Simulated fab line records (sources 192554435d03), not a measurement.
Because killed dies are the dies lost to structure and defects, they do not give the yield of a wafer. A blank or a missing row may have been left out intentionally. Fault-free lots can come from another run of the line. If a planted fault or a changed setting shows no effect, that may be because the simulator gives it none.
Which tool is to blame? | flow n5Finfet | 12 lots with 36 wafers sampled at 4 steps, on a route of 1938 steps

== WHAT EACH GAUGE READ, for each wafer ==
The record holds no reading of a measuring or inspecting step that can be judged against a usual standard deviation.

== WHICH TOOL RAN EACH LOT (tool, then ch and the chambers of the sampled wafers, then the start) ==
lot  | N5_ILD0_CMP_03                | N5_PASSIVATION_DESCUM_12          | N5_PASSIVATION_DEGAS_18     | N5_PASSIVATION_PROBE_49
L470 | cmp-04 ch 0,2,3, day 3 13:55  | rieDiel-06 ch 0,1,2, day 13 15:52 | pvdSputter-03, day 13 17:07 | -
L471 | cmp-04 ch 0,2,3, day 3 20:07  | rieDiel-05 ch 0,1, day 14 05:28   | pvdSputter-03, day 14 06:18 | -
L472 | cmp-04 ch 0,1,2, day 4 04:17  | rieDiel-06 ch 1,2, day 14 05:38   | pvdSputter-02, day 14 06:29 | -
L473 | cmp-04 ch 1,2, day 4 09:16    | rieDiel-02 ch 0,2,3, day 15 00:25 | pvdSputter-02, day 15 01:16 | prober-01, day 15 09:11
L474 | cmp-04 ch 1,2, day 4 12:00    | rieDiel-05 ch 0,1,2, day 14 19:15 | pvdSputter-01, day 14 20:38 | prober-01, day 15 03:07
L485 | cmp-01 ch 0,1,2, day 7 09:40  | rieDiel-05 ch 2,3, day 16 14:04   | pvdSputter-03, day 16 14:40 | -
L484 | cmp-04 ch 0,2,3, day 7 10:01  | rieDiel-05 ch 0,2,3, day 17 06:47 | pvdSputter-01, day 17 07:56 | -
L486 | cmp-02 ch 1,2, day 7 14:57    | rieDiel-02 ch 0,1, day 17 19:42   | pvdSputter-03, day 17 20:17 | -
L487 | cmp-04 ch 1,2,3, day 7 22:01  | rieDiel-06 ch 0,2,3, day 17 22:17 | pvdSputter-02, day 17 23:08 | -
L491 | cmp-04 ch 0,1,3, day 8 21:15  | rieDiel-05 ch 0,2, day 19 03:32   | pvdSputter-02, day 19 04:50 | -
L492 | cmp-02 ch 1,2,3, day 9 03:25  | rieDiel-02 ch 0,3, day 19 03:27   | pvdSputter-02, day 19 04:22 | -
L493 | cmp-02 ch 0,1,2, day 10 02:49 | rieDiel-06 ch 0,1, day 20 05:32   | pvdSputter-01, day 20 06:44 | -
- N5_ILD0_CMP_03: polishes, stops on SiNx, t overpolish 1.9 s, target thk 197.38 nm.
- N5_PASSIVATION_DESCUM_12: chemistry O2, time 7.9 s.
- N5_PASSIVATION_DEGAS_18: time 60 s.
- N5_PASSIVATION_PROBE_49

== AS READ BY THE TOOLS THEMSELVES (means over the sampled wafers that have a number; for cases with no such wafer, the mark the record gives instead) ==
N5_ILD0_CMP_03. Usual: headPressurePsi 4.150 psi, standard deviation 0.0089; motorCurrentA 12.0 A, standard deviation 1.4; overpolishRunS 1.901 s, standard deviation 0.0097; slurryFilterDpKPa 13.50 kPa, standard deviation 0.14; timeToEndpointS 68.4 s, standard deviation 2.9.
lot  | tool   | headPressurePsi (psi) | motorCurrentA (A) | overpolishRunS (s) | slurryFilterDpKPa (kPa) | timeToEndpointS (s) | flag
L470 | cmp-04 | 4.149                 | 11.0              | 1.892              | 13.49                   | 64.0                | 
L471 | cmp-04 | 4.152                 | 11.2              | 1.906              | 13.47                   | 69.7                | 
L472 | cmp-04 | 4.154                 | 11.4              | 1.906              | 13.59                   | 67.9                | 
L473 | cmp-04 | 4.153                 | 12.7              | 1.896              | 13.49                   | 64.7                | 
L474 | cmp-04 | 4.153                 | 12.9              | 1.899              | 13.50                   | 65.1                | 
L485 | cmp-01 | 4.152                 | 11.7              | 1.899              | 13.40                   | 71.1                | 
L484 | cmp-04 | 4.148                 | 11.3              | 1.898              | 13.51                   | 72.8                | 
L486 | cmp-02 | 4.148                 | 12.9              | 1.904              | 13.53                   | 70.4                | 
L487 | cmp-04 | 4.147                 | 12.3              | 1.900              | 13.57                   | 66.9                | 
L491 | cmp-04 | 4.151                 | 12.0              | 1.899              | 13.60                   | 67.6                | 
L492 | cmp-02 | 4.144                 | 12.8              | 1.905              | 13.59                   | 68.5                | 
L493 | cmp-02 | 4.145                 | 12.9              | 1.904              | 13.55                   | 68.5                | 

N5_PASSIVATION_DESCUM_12. Usual: drypumpMotorCurrentA 5.7 A, standard deviation 0.53; oesProductAu 0.78 a.u., standard deviation 0.077; rfVppV 242.8 V, standard deviation 1.2; showerheadPlenumPTorr 2.08 Torr, standard deviation 0.063; throttleValvePct 20.32 %, standard deviation 0.2.
lot  | tool       | drypumpMotorCurrentA (A) | oesProductAu (a.u.) | rfVppV (V) | showerheadPlenumPTorr (Torr) | throttleValvePct (%) | flag
L470 | rieDiel-06 | 6.0                      | 0.90                | 242.5      | 2.05                         | 20.23                | 
L471 | rieDiel-05 | 5.7                      | 0.72                | 243.1      | 2.11                         | 20.25                | 
L472 | rieDiel-06 | 5.7                      | 0.82                | 242.9      | 2.03                         | 20.45                | 
L473 | rieDiel-02 | 5.5                      | 0.77                | 242.1      | 2.08                         | 20.29                | 
L474 | rieDiel-05 | 5.4                      | 0.77                | 243.6      | 2.09                         | 20.25                | 
L485 | rieDiel-05 | 5.5                      | 0.79                | 244.1      | 2.07                         | 20.28                | 
L484 | rieDiel-05 | 5.4                      | 0.75                | 243.7      | 2.12                         | 20.29                | 
L486 | rieDiel-02 | 6.2                      | 0.79                | 244.0      | 2.17                         | 20.37                | 
L487 | rieDiel-06 | 6.2                      | 0.84                | 242.5      | 2.04                         | 20.35                | 
L491 | rieDiel-05 | 5.1                      | 0.75                | 242.7      | 2.11                         | 20.32                | 
L492 | rieDiel-02 | 5.4                      | 0.75                | 242.5      | 2.07                         | 20.17                | 
L493 | rieDiel-06 | 5.5                      | 0.78                | 242.1      | 2.02                         | 20.34                | 

N5_PASSIVATION_DEGAS_18. Usual: heaterPowerW 460 W, standard deviation 27; susceptorTempC 299.99 C, standard deviation 0.17.
lot  | tool          | heaterPowerW (W) | susceptorTempC (C) | flag
L470 | pvdSputter-03 | 440              | 300.10             | 
L471 | pvdSputter-03 | 461              | 299.94             | 
L472 | pvdSputter-02 | 480              | 299.83             | 
L473 | pvdSputter-02 | 471              | 300.22             | 
L474 | pvdSputter-01 | 452              | 299.92             | 
L485 | pvdSputter-03 | 429              | 299.94             | 
L484 | pvdSputter-01 | 442              | 299.91             | 
L486 | pvdSputter-03 | 438              | 300.05             | 
L487 | pvdSputter-02 | 475              | 300.13             | 
L491 | pvdSputter-02 | 472              | 300.07             | 
L492 | pvdSputter-02 | 486              | 300.07             | 
L493 | pvdSputter-01 | 437              | 299.93             | 

N5_PASSIVATION_PROBE_49. Usual: killed_at_M0_to_M3 36, standard deviation 11; killed_at_M4_up 14, standard deviation 5.6; killedAtContacts 11, standard deviation 5.6; killedAtFrontEnd 40, standard deviation 12; killedAtOther 4, standard deviation 3.2; killedDies 105, standard deviation 17; killedOnRim 14, standard deviation 3.4; killedOpen 69, standard deviation 12; killedShort 34, standard deviation 8.4.
lot  | tool      | killed_at_M0_to_M3 | killed_at_M4_up | killedAtContacts | killedAtFrontEnd | killedAtOther | killedDies | killedOnRim | killedOpen | killedShort | flag
L473 | prober-01 | 23                 | 8               | 8                | 444              | 3             | 487        | 66          | 44         | 22          | OFF
L474 | prober-01 | 21                 | 7               | 5                | 448              | 2             | 483        | 60          | 42         | 26          | OFF

== THE ANSWER, worked out from the rows above alone ==
Rule: take the mean of a lot's wafers that have a number; if it is more than 3 standard deviations from the usual mean, the lot is off. A lot without any number at a reading at which 4 lots or more have one is off too. All remaining lots with rows at the step are treated as sound. After the gauges, taken in route order, come the tools' own readings; for these a lot's mean is taken, as printed above. At the first step where some lot is off, the reading lying furthest off is the one used; lots without a number count as furthest.
Off, at N5_PASSIVATION_PROBE_49 on killedAtFrontEnd: L473, L474. Neither off nor sound, because the step has no rows for them: L470, L471, L472, L485, L484, L486, L487, L491, L492, L493.
If a tool, at that step or one of the process steps before it, ran each lot that is off and ran no sound lot following the first of them, it fits. Undecided on this evidence; 2 tools fit (cmp-04 at N5_ILD0_CMP_03, prober-01 at N5_PASSIVATION_PROBE_49).

== WHAT THE SIMULATOR PUT IN ==
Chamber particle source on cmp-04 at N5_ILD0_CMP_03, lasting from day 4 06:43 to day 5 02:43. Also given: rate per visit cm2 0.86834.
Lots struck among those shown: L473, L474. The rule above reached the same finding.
